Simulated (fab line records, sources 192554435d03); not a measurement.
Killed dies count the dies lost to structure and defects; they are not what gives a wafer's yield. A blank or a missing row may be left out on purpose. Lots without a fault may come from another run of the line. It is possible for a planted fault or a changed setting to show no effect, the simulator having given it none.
Chamber matching / flow n5-finfet / rie-diel-06 running N5_DUMMY_REMOVAL_HM_STRIP_01: 4 sister chambers
The step strips SiNx in CH3F/O2, stops on poly-Si, target depth 4 nm, time 6.8 s. 4 wafers are shown with their chamber, then 8 later ones without.

== WAFERS, EACH WITH ITS CHAMBER ==
wafer=L082.3; chamber=3; showerhead-plenum-p-Torr (Torr)=1.92
wafer=L085.2; chamber=2; showerhead-plenum-p-Torr (Torr)=2.04
wafer=L086.6; chamber=1; showerhead-plenum-p-Torr (Torr)=1.99
wafer=L087.1; chamber=0; showerhead-plenum-p-Torr (Torr)=1.84

== WAFERS WITH NO CHAMBER GIVEN ==
wafer=L087.2; showerhead-plenum-p-Torr (Torr)=1.99
wafer=L087.5; showerhead-plenum-p-Torr (Torr)=1.99
wafer=L091.1; showerhead-plenum-p-Torr (Torr)=2.04
wafer=L091.2; showerhead-plenum-p-Torr (Torr)=1.84
wafer=L091.6; showerhead-plenum-p-Torr (Torr)=1.91
wafer=L095.2; showerhead-plenum-p-Torr (Torr)=1.91
wafer=L095.5; showerhead-plenum-p-Torr (Torr)=1.91
wafer=L095.6; showerhead-plenum-p-Torr (Torr)=1.84

== EACH ONE'S CHAMBER ==
wafer=L087.2; from the rows above=1; in truth=1
wafer=L087.5; from the rows above=1; in truth=1
wafer=L091.1; from the rows above=2; in truth=2
wafer=L091.2; from the rows above=0; in truth=0
wafer=L091.6; from the rows above=3; in truth=3
wafer=L095.2; from the rows above=3; in truth=3
wafer=L095.5; from the rows above=3; in truth=3
wafer=L095.6; from the rows above=0; in truth=0
Correct placement for 8 of the 8. Number that these rows cannot place: 0. 0 placed wrongly.
How it was worked out, from the rows above alone: a wafer's distance from a chamber is the root of the sum, over the readings, of the square of ((its reading less the chamber's mean) divided by the reading's scatter). The wafer belongs to the nearest chamber; if the next one is less than 2 further off, it can't be placed. For every chamber, the mean is computed from those of its wafers that are shown. The scatter (one wafer shown for each chamber): square how far every hidden wafer sits from the nearest shown wafer, average those squares and take the square root.
